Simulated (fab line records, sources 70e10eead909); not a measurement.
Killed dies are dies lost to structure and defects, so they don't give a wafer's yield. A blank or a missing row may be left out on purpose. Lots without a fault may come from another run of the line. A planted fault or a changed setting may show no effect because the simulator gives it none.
A sampling plan put to the test | flow nand_harc | one fab line, 49 faults that these records tell of, each judged on the records of the lots that it struck
The plan is the line's own looks: the steps of the route at which a gauge or an inspection reads the wafer and doesn't change it. A look can be judged if struck wafers have a number there and the file gives its usual mean and standard deviation on fault-free wafers. Caught: at a look after the fault's first step, the mean of the struck wafers lies 4 or more of those standard deviations (sigma) from the usual mean. On the tool: the same test on the tool's own readings at the fault's steps. Another recipe on the struck wafers, or a record that is blank for them alone, also counts as caught.

THE FAULTS, as the simulator had put them in
1. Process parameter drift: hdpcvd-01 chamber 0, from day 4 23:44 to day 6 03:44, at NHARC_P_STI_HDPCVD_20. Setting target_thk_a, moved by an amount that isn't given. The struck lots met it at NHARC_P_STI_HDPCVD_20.
2. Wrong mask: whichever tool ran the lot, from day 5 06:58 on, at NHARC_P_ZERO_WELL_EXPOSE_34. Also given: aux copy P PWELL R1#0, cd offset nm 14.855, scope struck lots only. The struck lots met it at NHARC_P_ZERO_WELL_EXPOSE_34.
3. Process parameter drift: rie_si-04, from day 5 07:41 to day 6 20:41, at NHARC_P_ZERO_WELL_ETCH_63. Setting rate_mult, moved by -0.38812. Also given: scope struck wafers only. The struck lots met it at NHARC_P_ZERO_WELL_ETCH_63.
4. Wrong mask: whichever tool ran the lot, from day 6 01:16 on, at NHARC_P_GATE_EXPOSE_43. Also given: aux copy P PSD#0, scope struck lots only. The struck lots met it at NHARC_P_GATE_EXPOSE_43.
5. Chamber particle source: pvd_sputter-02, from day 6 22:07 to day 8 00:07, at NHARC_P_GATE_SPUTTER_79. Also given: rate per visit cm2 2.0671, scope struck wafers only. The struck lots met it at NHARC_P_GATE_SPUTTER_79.
6. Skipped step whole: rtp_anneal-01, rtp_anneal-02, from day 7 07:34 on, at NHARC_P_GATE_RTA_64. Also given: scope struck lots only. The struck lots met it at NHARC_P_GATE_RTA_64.
7. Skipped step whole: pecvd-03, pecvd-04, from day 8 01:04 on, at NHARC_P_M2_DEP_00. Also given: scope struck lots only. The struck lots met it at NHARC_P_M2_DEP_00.
8. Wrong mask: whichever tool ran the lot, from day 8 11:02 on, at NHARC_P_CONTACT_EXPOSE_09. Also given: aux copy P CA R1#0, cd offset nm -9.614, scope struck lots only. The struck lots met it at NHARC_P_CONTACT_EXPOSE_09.
9. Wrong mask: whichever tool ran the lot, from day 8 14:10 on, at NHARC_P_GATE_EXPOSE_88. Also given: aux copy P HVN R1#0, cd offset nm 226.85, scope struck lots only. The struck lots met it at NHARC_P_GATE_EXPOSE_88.
10. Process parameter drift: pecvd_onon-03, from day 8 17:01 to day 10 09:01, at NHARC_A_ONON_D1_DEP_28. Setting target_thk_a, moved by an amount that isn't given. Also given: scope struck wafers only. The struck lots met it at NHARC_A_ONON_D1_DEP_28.
11. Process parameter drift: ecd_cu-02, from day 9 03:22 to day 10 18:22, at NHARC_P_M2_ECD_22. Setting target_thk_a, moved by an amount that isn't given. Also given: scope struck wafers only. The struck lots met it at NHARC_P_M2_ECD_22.
12. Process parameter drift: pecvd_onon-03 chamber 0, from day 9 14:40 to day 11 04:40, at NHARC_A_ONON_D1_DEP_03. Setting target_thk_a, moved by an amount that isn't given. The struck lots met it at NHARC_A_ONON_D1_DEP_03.
13. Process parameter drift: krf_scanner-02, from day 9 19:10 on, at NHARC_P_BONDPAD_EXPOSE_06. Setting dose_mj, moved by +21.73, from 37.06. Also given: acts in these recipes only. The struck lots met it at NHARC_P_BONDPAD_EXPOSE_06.
14. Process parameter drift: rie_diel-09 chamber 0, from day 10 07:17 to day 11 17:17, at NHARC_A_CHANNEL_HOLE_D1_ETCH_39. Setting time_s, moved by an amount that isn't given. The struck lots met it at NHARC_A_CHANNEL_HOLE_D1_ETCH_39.
15. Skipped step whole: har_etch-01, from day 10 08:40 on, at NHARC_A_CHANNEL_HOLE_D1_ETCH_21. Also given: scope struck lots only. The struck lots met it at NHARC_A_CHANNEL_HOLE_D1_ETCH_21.
16. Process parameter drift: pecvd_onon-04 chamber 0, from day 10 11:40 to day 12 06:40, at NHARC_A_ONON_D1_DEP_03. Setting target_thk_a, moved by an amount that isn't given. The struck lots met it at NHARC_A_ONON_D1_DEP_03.
17. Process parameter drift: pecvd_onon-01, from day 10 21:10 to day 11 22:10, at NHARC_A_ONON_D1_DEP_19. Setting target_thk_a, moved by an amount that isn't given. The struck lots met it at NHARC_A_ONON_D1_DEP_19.
18. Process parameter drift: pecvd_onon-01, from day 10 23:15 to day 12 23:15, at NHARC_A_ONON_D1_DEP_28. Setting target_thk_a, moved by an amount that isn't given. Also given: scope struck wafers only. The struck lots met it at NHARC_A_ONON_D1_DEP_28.
19. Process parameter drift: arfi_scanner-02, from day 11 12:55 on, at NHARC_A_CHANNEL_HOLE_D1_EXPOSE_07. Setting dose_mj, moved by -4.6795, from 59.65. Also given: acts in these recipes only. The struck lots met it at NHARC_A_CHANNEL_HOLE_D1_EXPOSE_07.
20. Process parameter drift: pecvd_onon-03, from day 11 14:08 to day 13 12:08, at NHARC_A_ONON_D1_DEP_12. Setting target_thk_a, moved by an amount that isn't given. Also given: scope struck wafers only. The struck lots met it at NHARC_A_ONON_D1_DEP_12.
21. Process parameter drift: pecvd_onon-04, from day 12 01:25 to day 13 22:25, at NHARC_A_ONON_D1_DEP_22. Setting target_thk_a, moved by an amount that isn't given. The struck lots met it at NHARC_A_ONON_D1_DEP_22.
22. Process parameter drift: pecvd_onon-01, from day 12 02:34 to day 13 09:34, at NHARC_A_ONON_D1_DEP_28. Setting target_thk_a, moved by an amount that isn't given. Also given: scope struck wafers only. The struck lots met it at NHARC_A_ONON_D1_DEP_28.
23. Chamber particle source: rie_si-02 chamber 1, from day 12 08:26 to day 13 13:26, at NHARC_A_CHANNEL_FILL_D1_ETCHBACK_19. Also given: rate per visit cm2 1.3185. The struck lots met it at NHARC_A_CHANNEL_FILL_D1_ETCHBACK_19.
24. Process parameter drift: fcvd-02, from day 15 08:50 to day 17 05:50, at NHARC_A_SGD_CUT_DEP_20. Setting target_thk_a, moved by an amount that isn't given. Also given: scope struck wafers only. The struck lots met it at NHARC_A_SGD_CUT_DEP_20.
25. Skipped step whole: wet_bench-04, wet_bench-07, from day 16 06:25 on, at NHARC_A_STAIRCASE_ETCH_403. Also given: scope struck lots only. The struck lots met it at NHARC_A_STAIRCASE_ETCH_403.
26. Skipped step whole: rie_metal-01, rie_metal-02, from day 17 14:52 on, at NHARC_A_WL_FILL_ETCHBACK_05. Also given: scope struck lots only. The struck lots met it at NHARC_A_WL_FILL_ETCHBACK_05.
27. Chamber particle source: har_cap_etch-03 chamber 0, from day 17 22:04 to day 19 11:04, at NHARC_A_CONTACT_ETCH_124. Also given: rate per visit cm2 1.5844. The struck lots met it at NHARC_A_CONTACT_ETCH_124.
28. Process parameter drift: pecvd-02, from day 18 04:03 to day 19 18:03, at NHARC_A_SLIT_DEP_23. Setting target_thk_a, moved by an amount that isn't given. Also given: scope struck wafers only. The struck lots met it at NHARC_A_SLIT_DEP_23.
29. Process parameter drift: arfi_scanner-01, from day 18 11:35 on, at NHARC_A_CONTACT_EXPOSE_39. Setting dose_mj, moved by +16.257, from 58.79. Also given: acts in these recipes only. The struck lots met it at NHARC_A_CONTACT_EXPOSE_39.
30. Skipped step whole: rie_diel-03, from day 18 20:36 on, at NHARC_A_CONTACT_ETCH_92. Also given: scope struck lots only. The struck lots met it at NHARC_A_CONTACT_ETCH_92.
31. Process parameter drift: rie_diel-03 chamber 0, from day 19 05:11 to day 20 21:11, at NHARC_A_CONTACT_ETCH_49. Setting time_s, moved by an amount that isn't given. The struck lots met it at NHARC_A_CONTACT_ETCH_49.
32. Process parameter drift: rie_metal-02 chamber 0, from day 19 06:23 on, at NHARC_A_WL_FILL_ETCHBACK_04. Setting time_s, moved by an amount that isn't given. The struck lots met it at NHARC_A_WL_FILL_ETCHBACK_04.
33. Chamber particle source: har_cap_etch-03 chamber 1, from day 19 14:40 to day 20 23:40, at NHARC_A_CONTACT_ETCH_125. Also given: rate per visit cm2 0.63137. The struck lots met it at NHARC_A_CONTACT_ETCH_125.
34. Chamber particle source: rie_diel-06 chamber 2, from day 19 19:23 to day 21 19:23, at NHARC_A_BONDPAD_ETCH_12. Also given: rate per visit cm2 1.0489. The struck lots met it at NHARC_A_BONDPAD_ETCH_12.
35. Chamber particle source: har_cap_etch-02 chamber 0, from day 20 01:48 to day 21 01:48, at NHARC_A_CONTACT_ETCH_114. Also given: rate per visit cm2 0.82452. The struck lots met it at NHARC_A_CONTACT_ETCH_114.
36. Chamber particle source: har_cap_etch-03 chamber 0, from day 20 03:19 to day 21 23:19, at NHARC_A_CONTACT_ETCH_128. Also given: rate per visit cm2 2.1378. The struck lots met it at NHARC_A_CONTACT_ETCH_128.
37. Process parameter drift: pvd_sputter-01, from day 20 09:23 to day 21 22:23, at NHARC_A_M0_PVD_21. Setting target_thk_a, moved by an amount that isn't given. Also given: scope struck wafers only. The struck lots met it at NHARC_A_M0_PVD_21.
38. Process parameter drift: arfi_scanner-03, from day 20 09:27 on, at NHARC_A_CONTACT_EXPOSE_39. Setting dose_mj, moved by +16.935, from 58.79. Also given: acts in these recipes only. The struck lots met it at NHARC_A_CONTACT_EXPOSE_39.
39. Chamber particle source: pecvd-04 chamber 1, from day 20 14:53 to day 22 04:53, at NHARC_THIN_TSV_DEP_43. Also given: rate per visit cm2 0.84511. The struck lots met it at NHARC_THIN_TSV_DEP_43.
40. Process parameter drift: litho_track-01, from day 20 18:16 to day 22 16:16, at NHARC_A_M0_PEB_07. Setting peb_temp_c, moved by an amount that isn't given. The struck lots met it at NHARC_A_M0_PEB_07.
41. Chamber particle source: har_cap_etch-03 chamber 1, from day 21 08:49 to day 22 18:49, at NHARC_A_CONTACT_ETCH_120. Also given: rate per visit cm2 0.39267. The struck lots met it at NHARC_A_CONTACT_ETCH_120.
42. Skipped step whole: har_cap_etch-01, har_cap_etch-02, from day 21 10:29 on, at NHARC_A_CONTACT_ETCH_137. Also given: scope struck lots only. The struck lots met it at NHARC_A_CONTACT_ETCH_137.
43. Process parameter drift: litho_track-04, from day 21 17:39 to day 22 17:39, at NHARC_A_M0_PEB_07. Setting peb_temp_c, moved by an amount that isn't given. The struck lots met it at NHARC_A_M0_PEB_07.
44. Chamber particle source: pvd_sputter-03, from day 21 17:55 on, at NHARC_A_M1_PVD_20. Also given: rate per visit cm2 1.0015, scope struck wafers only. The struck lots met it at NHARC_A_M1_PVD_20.
45. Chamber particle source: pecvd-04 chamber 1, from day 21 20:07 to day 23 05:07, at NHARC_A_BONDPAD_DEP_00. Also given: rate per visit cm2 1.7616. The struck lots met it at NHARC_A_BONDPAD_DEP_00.
46. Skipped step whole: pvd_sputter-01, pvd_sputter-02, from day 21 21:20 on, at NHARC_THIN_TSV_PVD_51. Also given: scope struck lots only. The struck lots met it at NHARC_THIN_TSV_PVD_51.
47. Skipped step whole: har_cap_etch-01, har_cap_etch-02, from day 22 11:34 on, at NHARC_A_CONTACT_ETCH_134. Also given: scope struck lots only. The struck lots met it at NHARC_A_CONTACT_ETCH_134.
48. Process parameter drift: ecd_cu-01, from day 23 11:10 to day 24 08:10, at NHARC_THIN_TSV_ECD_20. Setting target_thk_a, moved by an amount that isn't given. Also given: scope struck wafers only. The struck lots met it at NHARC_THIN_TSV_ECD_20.
49. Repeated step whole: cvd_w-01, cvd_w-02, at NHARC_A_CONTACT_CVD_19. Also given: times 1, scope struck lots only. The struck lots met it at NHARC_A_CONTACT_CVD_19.

WHAT THE PLAN SAW
fault | on the tool itself                               | first look that catches it                      | reading, sigma                                         | median hours from its first step to that look | hours from the fault's start to the first struck lot there | judged looks passed uncaught
1     | no reading that can be judged                    | NHARC_END_SORT_01                               | killed_at_periphery +99 or beyond                      | 391.8                                         | 385                                                        | 0
2     | under 2 sigma                                    | NHARC_P_ZERO_WELL_CD_MEAS_37                    | cd_nm +8.0                                             | 0.2                                           | 3                                                          | 0
3     | oes_product_au -25 sigma                         | none of the 3 looks that can be judged after it | -                                                      | -                                             | -                                                          | 3
4     | under 2 sigma                                    | NHARC_END_SORT_01                               | killed_at_periphery +99 or beyond                      | 326.2                                         | 330                                                        | 0
5     | no reading that can be judged                    | NHARC_P_GATE_INSPECT_68                         | raw_defect_count +21                                   | 0.9                                           | 10                                                         | 0
6     | the tool's record is blank for the struck wafers | NHARC_END_SORT_01                               | killed_at_periphery +99 or beyond                      | 322.5                                         | 324                                                        | 0
7     | the tool's record is blank for the struck wafers | NHARC_END_SORT_01                               | killed_at_periphery +99 or beyond                      | 304.5                                         | 302                                                        | 0
8     | under 2 sigma                                    | NHARC_P_CONTACT_CD_MEAS_12                      | cd_nm -16                                              | 0.1                                           | 6                                                          | 0
9     | no reading that can be judged                    | NHARC_P_GATE_CD_MEAS_91                         | cd_nm +99 or beyond                                    | 0.2                                           | 2                                                          | 0
10    | under 2 sigma                                    | NHARC_A_ONON_D1_THK_MEAS_30                     | thk_nm +34                                             | 0.4                                           | 6                                                          | 0
11    | no reading that can be judged                    | none of the 2 looks that can be judged after it | strongest: sort_bin_4_pct at NHARC_END_SORT_01, +2.4   | -                                             | -                                                          | 2
12    | under 2 sigma                                    | NHARC_A_ONON_D1_THK_MEAS_05                     | thk_nm -44                                             | 0.5                                           | 5                                                          | 0
13    | exposure_dose_mJ_cm2 +99 or beyond sigma         | NHARC_P_BONDPAD_CD_MEAS_09                      | cd_nm +7.4                                             | 0.2                                           | 5                                                          | 0
14    | run_length_s -99 or beyond sigma                 | none of the 2 looks that can be judged after it | -                                                      | -                                             | -                                                          | 2
15    | the tool's record is blank for the struck wafers | NHARC_A_CHANNEL_HOLE_D1_CD_MEAS_30              | cd_nm -68                                              | 5.1                                           | 10                                                         | 0
16    | no reading that can be judged                    | NHARC_A_ONON_D1_THK_MEAS_05                     | thk_nm +67                                             | 0.4                                           | 8                                                          | 0
17    | no reading that can be judged                    | NHARC_A_ONON_D1_THK_MEAS_21                     | thk_nm +52                                             | 0.4                                           | 8                                                          | 0
18    | no reading that can be judged                    | NHARC_A_ONON_D1_THK_MEAS_30                     | thk_nm +66                                             | 0.3                                           | 8                                                          | 0
19    | exposure_dose_mJ_cm2 -65 sigma                   | NHARC_A_CHANNEL_HOLE_D1_CD_MEAS_10              | cd_nm -5.4                                             | 0.1                                           | 0                                                          | 0
20    | under 2 sigma                                    | NHARC_A_ONON_D1_THK_MEAS_14                     | thk_nm +55                                             | 0.3                                           | 6                                                          | 0
21    | under 2 sigma                                    | NHARC_A_ONON_D1_THK_MEAS_24                     | thk_nm +72                                             | 0.5                                           | 7                                                          | 0
22    | under 2 sigma                                    | not the one look that can be judged after it    | strongest: thk_nm at NHARC_A_ONON_D1_THK_MEAS_30, -2.9 | -                                             | -                                                          | 1
23    | under 2 sigma                                    | NHARC_END_SORT_01                               | killed_at_array +9.0                                   | 228.1                                         | 242                                                        | 0
24    | under 2 sigma                                    | NHARC_A_SGD_CUT_THK_MEAS_22                     | thk_nm -14                                             | 4.2                                           | 20                                                         | 0
25    | no reading that can be judged                    | NHARC_END_SORT_01                               | killed_at_array +70                                    | 132.9                                         | 131                                                        | 0
26    | the tool's record is blank for the struck wafers | NHARC_END_SORT_01                               | killed_at_array +70                                    | 102.5                                         | 100                                                        | 0
27    | under 2 sigma                                    | NHARC_END_SORT_01                               | killed_at_array +10                                    | 59.8                                          | 74                                                         | 0
28    | under 2 sigma                                    | NHARC_END_SORT_01                               | killed_at_array +4.0                                   | 131.1                                         | 158                                                        | 1
29    | exposure_dose_mJ_cm2 +99 or beyond sigma         | NHARC_A_CONTACT_CD_MEAS_42                      | cd_nm +18                                              | 0.1                                           | 8                                                          | 0
30    | the tool's record is blank for the struck wafers | NHARC_END_SORT_01                               | killed_at_array +70                                    | 52.4                                          | 50                                                         | 0
31    | run_length_s -99 or beyond sigma                 | NHARC_END_SORT_01                               | killed_at_array +29                                    | 78.4                                          | 78                                                         | 0
32    | run_length_s -99 or beyond sigma                 | NHARC_END_SORT_01                               | killed_at_array +64                                    | 112.4                                         | 123                                                        | 0
33    | the tool's record is blank for the struck wafers | NHARC_END_SORT_01                               | killed_at_array +7.4                                   | 65.5                                          | 69                                                         | 1
34    | under 2 sigma                                    | NHARC_END_SORT_01                               | sort_bin_3_pct +17                                     | 39.6                                          | 52                                                         | 2
35    | no reading that can be judged                    | NHARC_END_SORT_01                               | killed_at_array +5.4                                   | 82.1                                          | 84                                                         | 0
36    | no reading that can be judged                    | NHARC_END_SORT_01                               | killed_at_array +10                                    | 69.0                                          | 72                                                         | 1
37    | under 2 sigma                                    | NHARC_END_SORT_01                               | sort_bin_2_pct +99 or beyond                           | 42.3                                          | 50                                                         | 0
38    | exposure_dose_mJ_cm2 +99 or beyond sigma         | NHARC_A_CONTACT_CD_MEAS_42                      | cd_nm +18                                              | 0.1                                           | 11                                                         | 0
39    | under 2 sigma                                    | NHARC_END_SORT_01                               | killed_at_other +48                                    | 17.0                                          | 27                                                         | 1
40    | plate_temp_C -5.2 sigma                          | NHARC_A_M0_CD_MEAS_09                           | cd_nm -4.8                                             | 0.1                                           | 0                                                          | 0
41    | no reading that can be judged                    | NHARC_END_SORT_01                               | killed_at_array +8.0                                   | 72.6                                          | 79                                                         | 1
42    | the tool's record is blank for the struck wafers | NHARC_END_SORT_01                               | killed_at_array +70                                    | 63.7                                          | 62                                                         | 0
43    | plate_temp_C +25 sigma                           | NHARC_A_M0_CD_MEAS_09                           | cd_nm +21                                              | 0.1                                           | 10                                                         | 0
44    | under 2 sigma                                    | NHARC_END_SORT_01                               | sort_bin_3_pct +11                                     | 37.5                                          | 45                                                         | 0
45    | under 2 sigma                                    | NHARC_END_SORT_01                               | sort_bin_3_pct +22                                     | 39.5                                          | 43                                                         | 0
46    | the tool's record is blank for the struck wafers | NHARC_END_SORT_01                               | killed_at_other +99 or beyond                          | 15.7                                          | 11                                                         | 0
47    | the tool's record is blank for the struck wafers | NHARC_END_SORT_01                               | killed_at_array +70                                    | 61.6                                          | 59                                                         | 0
48    | no reading that can be judged                    | NHARC_END_SORT_01                               | killed_at_other +99 or beyond                          | 10.6                                          | 14                                                         | 0
49    | under 2 sigma                                    | not the one look that can be judged after it    | -                                                      | -                                             | -                                                          | 1
A dash: the fault isn't caught, or these records don't give the number.

Caught at a look: 44 of 49. Caught on the tool: 19 of 49. By one or the other: 46 of 49.
Caught on the tool alone: faults 3, 14.
Caught at a look alone: faults 1, 2, 4, 5, 8, 9, 10, 12, 16, 17, 18, 20, 21, 23, 24, 25, 27, 28, 34, 35, 36, 37, 39, 41, 44, 45, 48.
Caught by neither: faults 11, 22, 49.

THINNER SAMPLING
If the look that catches a fault measured only every second or every third lot, by lot number, the first struck lot would be measured this late in the worst case:
fault | struck lots at that look, in order of time | every lot | every second lot | every third lot
1     | L790, L791                                 | 385 h     | 403 h            | may miss all 2
2     | L806                                       | 3 h       | may miss it      | may miss it
4     | L497                                       | 330 h     | may miss it      | may miss it
5     | L314, L312                                 | 10 h      | may miss all 2   | may miss all 2
6     | L395, L398                                 | 324 h     | 327 h            | may miss all 2
7     | L749, L748                                 | 302 h     | 306 h            | may miss all 2
8     | L842                                       | 6 h       | may miss it      | may miss it
9     | L899                                       | 2 h       | may miss it      | may miss it
10    | L442, L445, L447                           | 6 h       | 29 h             | may miss all 3
12    | L666, L668                                 | 5 h       | may miss all 2   | may miss all 2
13    | L201, L204                                 | 5 h       | 20 h             | may miss all 2
15    | L291, L292, L293                           | 10 h      | 18 h             | 34 h
16    | L571, L569                                 | 8 h       | may miss all 2   | may miss all 2
17    | L720, L717                                 | 8 h       | 8 h              | may miss all 2
18    | L179, L177                                 | 8 h       | may miss all 2   | may miss all 2
19    | L228, L231, L233                           | 0 h       | 24 h             | may miss all 3
20    | L332, L334, L338                           | 6 h       | may miss all 3   | may miss all 3
21    | L505, L506                                 | 7 h       | 14 h             | may miss all 2
23    | L785                                       | 242 h     | may miss it      | may miss it
24    | L158, L162, L165                           | 20 h      | 48 h             | may miss all 3
25    | L258, L261, L265                           | 131 h     | 146 h            | may miss all 3
26    | L743, L745                                 | 100 h     | may miss all 2   | may miss all 2
27    | L485, L486                                 | 74 h      | 94 h             | may miss all 2
28    | L313                                       | 158 h     | may miss it      | may miss it
29    | L491, L496                                 | 8 h       | 24 h             | may miss all 2
30    | L982, L981, L983                           | 50 h      | 69 h             | 70 h
31    | L317, L318                                 | 78 h      | 106 h            | may miss all 2
32    | L880, L879                                 | 123 h     | 130 h            | may miss all 2
33    | L847, L849                                 | 69 h      | may miss all 2   | may miss all 2
34    | L824, L822, L826                           | 52 h      | may miss all 3   | 71 h
35    | L667, L669                                 | 84 h      | may miss all 2   | may miss all 2
36    | L106, L107                                 | 72 h      | 93 h             | may miss all 2
37    | L823, L824                                 | 50 h      | 77 h             | may miss all 2
38    | L478, L481                                 | 11 h      | 32 h             | may miss all 2
39    | L637, L639                                 | 27 h      | may miss all 2   | may miss all 2
40    | L258, L261                                 | 0 h       | 23 h             | may miss all 2
41    | L353, L356                                 | 79 h      | 87 h             | may miss all 2
42    | L584, L587                                 | 62 h      | 70 h             | may miss all 2
43    | L229, L228                                 | 10 h      | 11 h             | may miss all 2
44    | L883, L889                                 | 45 h      | may miss all 2   | may miss all 2
45    | L699, L702                                 | 43 h      | 62 h             | may miss all 2
46    | L396, L397                                 | 11 h      | 20 h             | may miss all 2
47    | L482, L484                                 | 59 h      | may miss all 2   | may miss all 2
48    | L903                                       | 14 h      | may miss it      | may miss it
Hours are from the fault's start to the first struck lot that is measured. The limit of 4 sigma was tested on all struck wafers together, so one lot alone may lie under it. Other struck lots may not be in these records.

THE LONGEST TIMED WAY FROM STEP TO LOOK
Fault 1: a median of 391.8 hours passes between NHARC_P_STI_HDPCVD_20 and NHARC_END_SORT_01. No look between them can be judged.
